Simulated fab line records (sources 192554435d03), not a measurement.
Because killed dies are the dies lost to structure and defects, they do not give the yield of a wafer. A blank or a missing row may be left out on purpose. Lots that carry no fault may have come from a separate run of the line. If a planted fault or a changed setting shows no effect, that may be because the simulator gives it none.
The tool behind it: which one? | flow n5-finfet | 10 lots with 25 wafers sampled at 6 steps, on a route of 1938 steps

## WHAT THE GAUGES READ, wafer by wafer
N5_BEOL_M0_SAQP_CD_MEAS_29: target cd 14.4 nm. Usual: cd-nm at 15.00 nm, with a standard deviation of 0.26.
lot  | measured     | on        | cd-nm (nm)        | flag
L828 | day 6 01:59  | cd-sem-03 | 15.41 14.64       |
L831 | day 6 23:14  | cd-sem-03 | 15.20 14.82 14.98 |
L832 | day 7 01:47  | cd-sem-03 | 15.26 15.31 14.79 |
L833 | day 7 05:25  | cd-sem-02 | 14.41 14.79 15.12 |
L834 | day 7 13:24  | cd-sem-01 | 15.02 22.45 22.07 | OFF
L840 | day 9 05:50  | cd-sem-01 | 22.08 22.19       | OFF
L843 | day 10 07:46 | cd-sem-02 | 15.12 14.93       |
L846 | day 10 14:14 | cd-sem-02 | 15.43 15.00       |
L847 | day 10 20:28 | cd-sem-03 | 15.37 14.82 14.90 |
L850 | day 11 15:31 | cd-sem-03 | 14.92 15.31       |

N5_BEOL_M4_RC_MEAS_101. Usual: DIBL_N 36.0 mV/V, standard deviation 2; DIBL_P 35.9 mV/V, standard deviation 2.5; IOFF_N 0.16 nA/um, standard deviation 0.038; IOFF_P 0.21 nA/um, standard deviation 0.04; ION_N 675 uA/um, standard deviation 14; ION_P 462 uA/um, standard deviation 9.4; SS_N 71.5 mV/dec, standard deviation 0.75; SS_P 73.2 mV/dec, standard deviation 0.74; VT_N 250 mV, standard deviation 3.9; VT_P -251 mV, standard deviation 3.2.
lot  | measured     | on        | DIBL_N (mV/V)  | DIBL_P (mV/V)  | IOFF_N (nA/um) | IOFF_P (nA/um) | ION_N (uA/um) | ION_P (uA/um) | SS_N (mV/dec)  | SS_P (mV/dec)  | VT_N (mV)   | VT_P (mV)      | flag
L828 | day 7 20:10  | prober-01 | 35.2 36.8      | 35.1 35.2      | 0.17 0.21      | 0.22 0.22      | 691 694       | 472 466       | 70.9 71.7      | 73.1 73.5      | 244 242     | -245 -246      |
L831 | day 9 05:07  | prober-01 | 37.3 32.4 38.7 | 37.2 31.9 39.4 | 0.17 0.11 0.20 | 0.19 0.14 0.25 | 664 654 670   | 446 445 459   | 72.3 70.8 71.8 | 73.7 72.6 74.5 | 251 256 246 | -255 -257 -251 |
L832 | day 9 00:43  | prober-02 | 36.9 37.0 37.0 | 37.7 39.5 38.4 | 0.20 0.18 0.18 | 0.25 0.28 0.26 | 705 681 692   | 478 474 479   | 71.5 71.4 71.2 | 73.2 74.4 73.7 | 244 249 247 | -246 -249 -248 |
L833 | day 9 08:00  | prober-02 | 32.5 35.9 35.7 | 32.2 35.1 35.0 | 0.11 0.15 0.15 | 0.16 0.19 0.18 | 679 676 675   | 473 460 464   | 69.6 70.2 70.1 | 71.7 73.4 72.7 | 256 251 251 | -251 -251 -249 |
L834 | day 9 13:16  | prober-01 | 34.7           | 33.1           | 0.14           | 0.18           | 668           | 461           | 71.0           | 72.9           | 250         | -253           |
L843 | day 12 08:29 | prober-01 | 34.9 39.8      | 34.7 40.8      | 0.13 0.25      | 0.18 0.29      | 658 683       | 448 465       | 72.0 72.4      | 73.1 74.8      | 254 242     | -253 -246      |
L846 | day 12 09:59 | prober-01 | 33.9 39.8      | 30.5 39.0      | 0.13 0.27      | 0.16 0.30      | 653 696       | 444 469       | 70.8 72.6      | 72.2 73.9      | 252 241     | -256 -244      |
L847 | day 12 12:43 | prober-01 | 36.8 31.9 35.9 | 37.8 32.6 36.6 | 0.16 0.09 0.15 | 0.21 0.15 0.20 | 685 660 676   | 465 463 468   | 71.4 70.5 71.2 | 73.6 71.4 72.9 | 250 258 251 | -248 -256 -251 |
L850 | day 13 23:28 | prober-01 | 38.3 39.1      | 37.2 37.9      | 0.19 0.21      | 0.21 0.22      | 689 679       | 465 454       | 72.3 73.5      | 74.2 73.3      | 249 246     | -253 -250      |

## WHAT TOOL EACH LOT RAN ON (gives the tool, then ch and the chambers of the sampled wafers, and finally the start)
lot  | N5_BEOL_M0_SAQP_ETCH_84            | N5_BEOL_M0_SAQP_MANDREL1_REMOVE_100 | N5_BEOL_M0_SAQP_STRIP_108          | N5_BEOL_M0_SAQP_SPACER2_ALD_26
L828 | rie-diel-02 ch 2, day 5 22:25      | rie-si-02 ch 1,3, day 5 23:49       | rie-diel-02 ch 1,2, day 6 00:44    | ald-sin-04 ch 3, day 6 01:10
L831 | rie-diel-02 ch 0,1,2, day 6 19:53  | rie-si-02 ch 0,1, day 6 21:22       | rie-diel-06 ch 0,1, day 6 22:17    | ald-sin-01 ch 1,2, day 6 22:29
L832 | rie-diel-06 ch 1,3, day 6 22:25    | rie-si-06 ch 0,2,3, day 6 23:50     | rie-diel-01 ch 0,1, day 7 00:49    | ald-sin-04 ch 2,3, day 7 01:01
L833 | rie-diel-02 ch 0,2,3, day 7 00:58  | rie-si-02 ch 0,1,3, day 7 02:21     | rie-diel-06 ch 0,1, day 7 03:23    | ald-sin-01 ch 1,2,3, day 7 04:40
L834 | rie-diel-02 ch 1,2, day 7 10:06    | rie-si-02 ch 0,1, day 7 11:32       | rie-diel-01 ch 0,2,3, day 7 12:27  | ald-sin-01 ch 0,2,3, day 7 12:40
L840 | rie-diel-02 ch 2,3, day 9 01:12    | rie-si-06 ch 1,2, day 9 03:55       | rie-diel-06 ch 0,3, day 9 04:54    | ald-sin-01 ch 0,3, day 9 05:21
L843 | rie-diel-01 ch 0,1, day 10 04:30   | rie-si-06 ch 0,1, day 10 05:52      | rie-diel-01 ch 0,3, day 10 06:46   | ald-sin-04 ch 2, day 10 06:57
L846 | rie-diel-01 ch 1,2, day 10 10:50   | rie-si-01 ch 2,3, day 10 12:12      | rie-diel-06 ch 2,3, day 10 13:07   | ald-sin-04 ch 2,3, day 10 13:29
L847 | rie-diel-02 ch 0,2,3, day 10 14:16 | rie-si-06 ch 1,2, day 10 17:02      | rie-diel-06 ch 0,1,2, day 10 18:02 | ald-sin-04 ch 0,1,2, day 10 19:41
L850 | rie-diel-02 ch 2, day 11 08:53     | rie-si-06 ch 1,2, day 11 11:40      | rie-diel-02 ch 2, day 11 12:48     | ald-sin-04 ch 1,2, day 11 14:46
- N5_BEOL_M0_SAQP_ETCH_84: etches SOC in N2/H2, target depth 100 nm, overetch 20 nm, time 150 s.
- N5_BEOL_M0_SAQP_MANDREL1_REMOVE_100: chemistry HBr/Cl2/O2, target a-Si, stops on SiNx, bt time 10 s.
- N5_BEOL_M0_SAQP_STRIP_108: strips in N2/H2.
- N5_BEOL_M0_SAQP_SPACER2_ALD_26: deposits SiO2, target thk 15 nm, pulse time 1 s, purge time 2 s.

## WHAT THE TOOLS THEMSELVES READ (means of the sampled wafers that have a number; where no wafer has one, the mark that the record gives instead)
N5_BEOL_M0_SAQP_ETCH_84. Usual: for chamber-pressure-mTorr, 30.005 mTorr with a standard deviation of 0.027; for drypump-motor-current-A, 5.6 A with a standard deviation of 0.33; for oes-product-au, 0.68 a.u. with a standard deviation of 0.07; for rf-vpp-V, 524.4 V with a standard deviation of 2; for showerhead-plenum-p-Torr, 2.55 Torr with a standard deviation of 0.066; for temp-c, 40.00 C with a standard deviation of 0.11; for throttle-valve-pct, 17.85 % with a standard deviation of 0.29.
lot  | tool        | chamber-pressure-mTorr (mTorr) | drypump-motor-current-A (A) | oes-product-au (a.u.) | rf-vpp-V (V) | showerhead-plenum-p-Torr (Torr) | temp-c (C) | throttle-valve-pct (%) | flag
L828 | rie-diel-02 | 30.023                         | 5.6                         | 0.65                  | 525.2        | 2.59                            | 40.06      | 17.62                  |
L831 | rie-diel-02 | 29.994                         | 5.8                         | 0.70                  | 524.8        | 2.55                            | 40.04      | 17.56                  |
L832 | rie-diel-06 | 30.035                         | 5.6                         | 0.63                  | 524.2        | 2.56                            | 39.95      | 18.17                  |
L833 | rie-diel-02 | 30.010                         | 5.7                         | 0.70                  | 524.7        | 2.55                            | 39.93      | 17.74                  |
L834 | rie-diel-02 | 30.003                         | 5.7                         | 0.64                  | 524.5        | 2.56                            | 40.07      | 17.65                  |
L840 | rie-diel-02 | 30.027                         | 5.7                         | 0.63                  | 523.5        | 2.54                            | 39.98      | 17.94                  |
L843 | rie-diel-01 | 30.019                         | 5.4                         | 0.72                  | 525.5        | 2.59                            | 40.05      | 17.89                  |
L846 | rie-diel-01 | 30.017                         | 5.7                         | 0.65                  | 523.4        | 2.57                            | 40.06      | 18.10                  |
L847 | rie-diel-02 | 29.994                         | 5.7                         | 0.75                  | 524.6        | 2.54                            | 39.90      | 17.64                  |
L850 | rie-diel-02 | 29.964                         | 5.7                         | 0.83                  | 525.1        | 2.57                            | 39.99      | 17.26                  |

N5_BEOL_M0_SAQP_MANDREL1_REMOVE_100. Usual: chamber-pressure-mTorr 10.000 mTorr, standard deviation 0.0082; drypump-motor-current-A 5.9 A, standard deviation 0.45; he-backside-leak-sccm 2.73 sccm, standard deviation 0.23; oes-product-au 1.008 a.u., standard deviation 0.021; throttle-valve-pct 36.7 %, standard deviation 0.44.
lot  | tool      | chamber-pressure-mTorr (mTorr) | drypump-motor-current-A (A) | he-backside-leak-sccm (sccm) | oes-product-au (a.u.) | throttle-valve-pct (%) | flag
L828 | rie-si-02 | 9.996                          | 5.0                         | 2.71                         | 1.004                 | 36.4                   |
L831 | rie-si-02 | 9.995                          | 5.6                         | 2.77                         | 0.999                 | 36.8                   |
L832 | rie-si-06 | 9.998                          | 6.1                         | 2.53                         | 1.004                 | 36.9                   |
L833 | rie-si-02 | 10.001                         | 5.3                         | 2.72                         | 1.000                 | 36.6                   |
L834 | rie-si-02 | 9.994                          | 5.6                         | 2.89                         | 0.997                 | 36.8                   |
L840 | rie-si-06 | 10.008                         | 6.2                         | 2.74                         | 1.002                 | 36.7                   |
L843 | rie-si-06 | 10.002                         | 6.2                         | 2.69                         | 1.026                 | 37.0                   |
L846 | rie-si-01 | 9.991                          | 6.2                         | 2.63                         | 1.026                 | 36.5                   |
L847 | rie-si-06 | 9.999                          | 6.3                         | 2.72                         | 1.009                 | 36.7                   |
L850 | rie-si-06 | 10.001                         | 6.2                         | 2.48                         | 0.994                 | 36.7                   |

N5_BEOL_M0_SAQP_STRIP_108. Usual: for chamber-pressure-mTorr, 49.99 mTorr with a standard deviation of 0.048; for drypump-motor-current-A, 5.5 A with a standard deviation of 0.36; for oes-product-au, 0.76 a.u. with a standard deviation of 0.083; for rf-vpp-V, 122.0 V with a standard deviation of 1; for showerhead-plenum-p-Torr, 3.37 Torr with a standard deviation of 0.1; for temp-c, 40.01 C with a standard deviation of 0.12; for throttle-valve-pct, 19.0 % with a standard deviation of 0.38.
lot  | tool        | chamber-pressure-mTorr (mTorr) | drypump-motor-current-A (A) | oes-product-au (a.u.) | rf-vpp-V (V) | showerhead-plenum-p-Torr (Torr) | temp-c (C) | throttle-valve-pct (%) | flag
L828 | rie-diel-02 | 49.99                          | 5.8                         | 0.71                  | 122.6        | 3.37                            | 40.16      | 18.6                   |
L831 | rie-diel-06 | 50.02                          | 5.7                         | 0.73                  | 121.9        | 3.49                            | 39.90      | 19.3                   |
L832 | rie-diel-01 | 49.98                          | 5.4                         | 0.80                  | 123.0        | 3.46                            | 40.05      | 18.9                   |
L833 | rie-diel-06 | 50.02                          | 5.5                         | 0.74                  | 122.4        | 3.50                            | 39.97      | 19.2                   |
L834 | rie-diel-01 | 50.00                          | 5.5                         | 0.78                  | 122.4        | 3.35                            | 39.96      | 19.1                   |
L840 | rie-diel-06 | 49.98                          | 5.2                         | 0.73                  | 121.1        | 3.33                            | 40.00      | 19.1                   |
L843 | rie-diel-01 | 49.96                          | 5.2                         | 0.78                  | 122.0        | 3.35                            | 40.03      | 18.9                   |
L846 | rie-diel-06 | 49.97                          | 5.0                         | 0.77                  | 121.1        | 3.28                            | 39.89      | 18.9                   |
L847 | rie-diel-06 | 49.99                          | 5.4                         | 0.76                  | 122.2        | 3.45                            | 40.16      | 19.2                   |
L850 | rie-diel-02 | 49.95                          | 5.6                         | 0.95                  | 121.4        | 3.39                            | 39.98      | 18.1                   |

N5_BEOL_M0_SAQP_SPACER2_ALD_26. Usual: heater-power-w 462 W, standard deviation 42; precursor-pulse-height-rel 0.999, standard deviation 0.02.
lot  | tool       | heater-power-w (W) | precursor-pulse-height-rel | flag
L828 | ald-sin-04 | 482                | 0.986                      |
L831 | ald-sin-01 | 496                | 1.010                      |
L832 | ald-sin-04 | 488                | 1.026                      |
L833 | ald-sin-01 | 485                | 1.015                      |
L834 | ald-sin-01 | 459                | 0.991                      |
L840 | ald-sin-01 | 440                | 1.003                      |
L843 | ald-sin-04 | 490                | 1.003                      |
L846 | ald-sin-04 | 484                | 0.972                      |
L847 | ald-sin-04 | 440                | 1.016                      |
L850 | ald-sin-04 | 455                | 0.999                      |

## THE ANSWER, worked out from the rows above alone
Rule: a lot is off if the mean of its wafers that have a number lies more than 3 standard deviations from the usual mean. Also off: a lot with no number at a reading for which 4 or more lots have one. All remaining lots with rows at the step are treated as sound. After the gauges, taken in route order, come the tools' own readings; for these a lot's mean is taken, as printed above. At the first step where some lot is off, the reading lying furthest off is the one used; lots without a number count as furthest.
Off: L834, L840 (N5_BEOL_M0_SAQP_CD_MEAS_29, cd-nm).
A tool fits if, at a process step before that reading, it ran every lot that is off, and no sound lot after the first of them. Gauges at N5_BEOL_M0_SAQP_CD_MEAS_29: tried the same way as those tools. 2 tools fit, ald-sin-01 at N5_BEOL_M0_SAQP_SPACER2_ALD_26 and cd-sem-01 at N5_BEOL_M0_SAQP_CD_MEAS_29, so this cannot tell which one it is.

## WHAT THE SIMULATOR HAD INSERTED
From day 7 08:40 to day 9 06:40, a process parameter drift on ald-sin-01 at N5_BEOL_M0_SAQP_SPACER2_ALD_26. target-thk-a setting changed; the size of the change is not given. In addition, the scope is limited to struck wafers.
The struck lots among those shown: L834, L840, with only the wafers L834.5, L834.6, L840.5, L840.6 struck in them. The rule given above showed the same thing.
